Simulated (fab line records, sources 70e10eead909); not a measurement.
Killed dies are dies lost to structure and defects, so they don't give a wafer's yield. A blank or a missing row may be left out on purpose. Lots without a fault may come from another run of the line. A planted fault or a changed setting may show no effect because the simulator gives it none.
A struck lot beside a sound one | flow nand_harc | 42 steps out of a route of 1302
Sound: wafers L431.2, L431.3, L431.6. Struck: wafers L438.2, L438.4, L438.5. The cause comes at the end.
At each step with rows: each side's tool, then ch and its chambers, then its first start. Under that, the readings that differ: sound wafers | struck wafers | difference of the means | sigmas: that difference in standard deviations of wafers without a fault.
alike: readings whose means differ by less than 2 such deviations, and words and numbers that are the same on both sides. not compared: withheld readings, readings that some wafer has no value for, bounds like >300 that may hide the same value, and numbers for which the record gives no deviation and whose values overlap.
The two part at a step that has a row with sigmas, a row that says differs or no value, or rows on one side only. Numbers that don't overlap but have no deviation are shown without sigmas and don't part them. A reading that every wafer of one side lacks parts them only if that side has two wafers or more.

NHARC_A_ONON_D1_INSPECT_32:
  sound on defect_inspect-01, day 8 21:52; struck on defect_inspect-02, day 11 21:36
  alike: raw_defect_count
NHARC_A_CHANNEL_HOLE_D1_DEP_00: deposits aC, target thk 3100 nm.
  sound on acl_dep-03 ch 0, day 8 23:35; struck on acl_dep-03 ch 0, day 11 22:01
  alike: throttle_valve_pct
then, 9 steps without rows for these wafers: NHARC_A_CHANNEL_HOLE_D1_DEP_01 (deposits SiON, target thk 140 nm); NHARC_A_CHANNEL_HOLE_D1_DEHYDRATE_02 (time 120 s); NHARC_A_CHANNEL_HOLE_D1_HMDS_03 (time 30 s); NHARC_A_CHANNEL_HOLE_D1_COAT_36 (time 75 s); NHARC_A_CHANNEL_HOLE_D1_COAT_37 (time 65 s); NHARC_A_CHANNEL_HOLE_D1_COAT_04 (resist thk 90 nm); NHARC_A_CHANNEL_HOLE_D1_SOFTBAKE_05 (time 55 s); NHARC_A_CHANNEL_HOLE_D1_EBR_06; NHARC_A_CHANNEL_HOLE_D1_EXPOSE_07 (exposes mask HOLE D1, target cd 100 nm).
NHARC_A_CHANNEL_HOLE_D1_PEB_08: peb time 65 s.
  sound on litho_track-04 ch 0, day 9 01:49; struck on litho_track-06 ch 0, day 12 00:14
  reading                  | sound                | struck            | difference | sigmas
  heater_power_total_W (W) | 156.3 157.1 157.2    | 147.9 147.0 147.4 | -9.4       | -21
  plate_temp_C (C)         | 100.20 100.16 100.09 | 95.80 95.67 95.63 | -4.45      | -37
then, 1 step without rows for these wafers: NHARC_A_CHANNEL_HOLE_D1_DEVELOP_09 (develop time 35 s).
NHARC_A_CHANNEL_HOLE_D1_CD_MEAS_10: target cd 100 nm.
  sound on cd_sem-02 ch 0, day 9 01:54; struck on cd_sem-02 ch 0, day 12 00:19
  reading    | sound          | struck         | difference | sigmas
  cd_nm (nm) | 99.1 99.3 99.3 | 86.4 86.3 86.5 | -12.8      | -28
NHARC_A_CHANNEL_HOLE_D1_OVL_MEAS_11:
  sound on overlay-01, day 9 01:59; struck on overlay-02, day 12 00:25
  alike: overlay_x_nm, overlay_y_nm
NHARC_A_CHANNEL_HOLE_D1_INSPECT_12:
  sound on defect_inspect-01, day 9 02:01; struck on defect_inspect-01, day 12 00:26
  alike: raw_defect_count
NHARC_A_CHANNEL_HOLE_D1_DESCUM_15: chemistry O2, time 3 s.
  sound on rie_diel-03 ch 0,1,2, day 9 02:05; struck on rie_diel-03 ch 0,2,3, day 12 00:31
  reading                            | sound            | struck           | difference | sigmas
  model.A_CHANNEL_HOLE_D1.cd_nm (nm) | 98.87 100.2 99.7 | 87.2 85.87 86.17 | -13.2      |
  alike: drypump_motor_current_A, oes_product_au, rf_vpp_V, showerhead_plenum_p_Torr, throttle_valve_pct
  not compared: rf_hours_counter_h
NHARC_A_CHANNEL_HOLE_D1_ETCH_38: etches the open film in CF4, target depth 39 nm, time 65 s.
  sound on rie_diel-03 ch 0,2,3, day 9 02:20; struck on rie_diel-03 ch 0,1,2, day 12 00:36
  alike: drypump_motor_current_A, oes_product_au, rf_vpp_V, showerhead_plenum_p_Torr, throttle_valve_pct
  not compared: rf_hours_counter_h
then, 3 steps without rows for these wafers: NHARC_A_CHANNEL_HOLE_D1_ETCH_39 (etches the open film in N2/H2, target depth 260 nm, time 325 s); NHARC_A_CHANNEL_HOLE_D1_ETCH_34 (etches the open film in CF4/CHF3, target depth 154 nm, time 77 s); NHARC_A_CHANNEL_HOLE_D1_ETCH_16 (etches the open film in O2/COS, target depth 3100 nm, time 806 s).
NHARC_A_CHANNEL_HOLE_D1_CD_MEAS_18:
  sound on cd_sem-03, day 9 03:22; struck on cd_sem-03, day 12 01:37
  reading    | sound            | struck         | difference | sigmas
  cd_nm (nm) | 98.1 100.5 101.1 | 84.3 85.2 86.3 | -14.6      | -7
then, 2 steps without rows for these wafers: NHARC_A_CHANNEL_HOLE_D1_ETCH_19 (etches the open film in C4F8/O2/Ar, time 34.5 s); NHARC_A_CHANNEL_HOLE_D1_ETCH_20 (etches the open film in C4F8/O2/Ar, time 361.9 s, target depth 1600 nm).
NHARC_A_CHANNEL_HOLE_D1_ETCH_21: etches the open film in C4F8/O2/Ar, time 514.3 s, target depth 1600 nm.
  sound on har_etch-02 ch 0,1, day 9 04:15; struck on har_etch-02 ch 0, day 12 02:07
  alike: drypump_motor_current_A, showerhead_plenum_p_Torr, throttle_valve_pct
  not compared: rf_hours_counter_h
NHARC_A_CHANNEL_HOLE_D1_ETCH_22: etches the open film in C4F8/O2/Ar, time 666.7 s, target depth 1600 nm.
  sound on har_etch-02 ch 0,1, day 9 04:43; struck on har_etch-02 ch 0, day 12 02:33
  alike: drypump_motor_current_A, showerhead_plenum_p_Torr, throttle_valve_pct
  not compared: rf_hours_counter_h
then, 3 steps without rows for these wafers: NHARC_A_CHANNEL_HOLE_D1_ETCH_23 (etches the open film in C4F8/O2/Ar, time 819 s, target depth 1600 nm); NHARC_A_CHANNEL_HOLE_D1_ETCH_24 (etches the open film in C4F8/O2/Ar, time 906.2 s, target depth 1500 nm); NHARC_A_CHANNEL_HOLE_D1_ETCH_25 (etches the open film in C4F8/O2/Ar, time 1040.2 s, target depth 1500 nm).
NHARC_A_CHANNEL_HOLE_D1_ETCH_26: etches the open film in C4F8/O2/Ar, time 224.1 s, target depth 300 nm.
  sound on har_etch-02 ch 0,1, day 9 07:32; struck on har_etch-02 ch 0, day 12 05:28
  alike: drypump_motor_current_A, showerhead_plenum_p_Torr, throttle_valve_pct
  not compared: rf_hours_counter_h
then, 4 steps without rows for these wafers: NHARC_A_CHANNEL_HOLE_D1_ETCH_33 (etches the open film in C4F8/O2/Ar, time 90 s, target depth 400 nm); NHARC_A_CHANNEL_HOLE_D1_STRIP_41 (strips in N2/H2); NHARC_A_CHANNEL_HOLE_D1_STRIP_42 (strips in CF4/CHF3); NHARC_A_CHANNEL_HOLE_D1_STRIP_43 (strips in O2/COS).
NHARC_A_CHANNEL_HOLE_D1_ETCH_44: etches the open film in CF4/O2, target depth 140 nm, overetch 14 nm, time 77 s.
  sound on rie_diel-11 ch 1,2,3, day 9 08:27; struck on rie_diel-11 ch 0,1,3, day 12 06:25
  reading                            | sound            | struck           | difference | sigmas
  model.A_CHANNEL_HOLE_D1.cd_nm (nm) | 88.9 88.21 90.05 | 75.8 76.77 75.63 | -13.0      |
  alike: drypump_motor_current_A, oes_ar_750_au, oes_product_au, rf_vpp_V, showerhead_plenum_p_Torr, throttle_valve_pct
  not compared: rf_hours_counter_h
then, 3 steps without rows for these wafers: NHARC_A_CHANNEL_HOLE_D1_STRIP_27 (strips in O2); NHARC_A_CHANNEL_HOLE_D1_PRECLEAN_28 (cleans in SC1); NHARC_A_CHANNEL_HOLE_D1_SRD_29.
NHARC_A_CHANNEL_HOLE_D1_CD_MEAS_30:
  sound on cd_sem-01, day 9 09:15; struck on cd_sem-01, day 12 07:13
  reading    | sound          | struck         | difference | sigmas
  cd_nm (nm) | 88.5 88.6 89.0 | 76.2 77.0 74.7 | -12.7      | -10
NHARC_A_CHANNEL_HOLE_D1_XSEM_31:
  sound on xsem-01 ch 0, day 9 09:20; struck on xsem-02 ch 0, day 12 07:18
  reading        | sound          | struck         | difference | sigmas
  bot_cd_nm (nm) | 73.6 73.6 74.4 | 60.9 61.8 59.9 | -13.0      | -9
  bow_nm (nm)    | 8.26 8.28 8.24 | 8.91 8.87 8.86 | +0.62      | +2
  alike: tilt_deg
NHARC_A_CHANNEL_HOLE_D1_INSPECT_40:
  sound on defect_inspect-01, day 9 09:26; struck on defect_inspect-02, day 12 07:23
  alike: raw_defect_count
-- the record jumps here: 16 days lie between the struck wafers' starts before and after (it left off in module A_CHANNEL_HOLE_D1 and takes up again in module END, whose first step shown is number 1301 of the route) --
NHARC_END_WLT_00:
  sound on prober-01, day 24 16:52; struck on prober-01, day 28 04:07
  reading                           | sound             | struck            | difference | sigmas
  VT_DECK1_BOTTOM                   | 0.871 0.873 0.873 | 0.817 0.817 0.813 | -0.057     | -8
  VT_DECK1_BOTTOM_INNER             | 0.867 0.873 0.871 | 0.819 0.824 0.815 | -0.051     | -8
  VT_DECK1_MEDIAN_NEAR_BOTTOM       | 0.877 0.861 0.878 | 0.821 0.827 0.816 | -0.051     | -8
  VT_DECK1_MEDIAN_NEAR_BOTTOM_INNER | 0.873 0.871 0.874 | 0.820 0.820 0.809 | -0.056     | -8
  VT_DECK1_MIDDLE                   | 0.889 0.887 0.898 | 0.841 0.842 0.826 | -0.055     | -9
  VT_DECK1_MIDDLE_INNER             | 0.885 0.885 0.891 | 0.845 0.839 0.842 | -0.045     | -8
  VT_DECK1_TOP                      | 0.904 0.895 0.900 | 0.856 0.855 0.853 | -0.045     | -7
  VT_DECK1_TOP_INNER                | 0.907 0.902 0.904 | 0.855 0.850 0.857 | -0.050     | -8
  alike: VT_DECK2_BOTTOM, VT_DECK2_BOTTOM_INNER, VT_DECK2_MEDIAN_NEAR_BOTTOM, VT_DECK2_MEDIAN_NEAR_BOTTOM_INNER, VT_DECK2_MIDDLE, VT_DECK2_MIDDLE_INNER, VT_DECK2_TOP, VT_DECK2_TOP_INNER

WHERE THEY PART
First at NHARC_A_CHANNEL_HOLE_D1_PEB_08; last, within this record, at NHARC_END_WLT_00.

WHY: what the simulator had put in
Process parameter drift: litho_track-06, from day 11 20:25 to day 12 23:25, at NHARC_A_CHANNEL_HOLE_D1_PEB_08. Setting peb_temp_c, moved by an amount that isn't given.
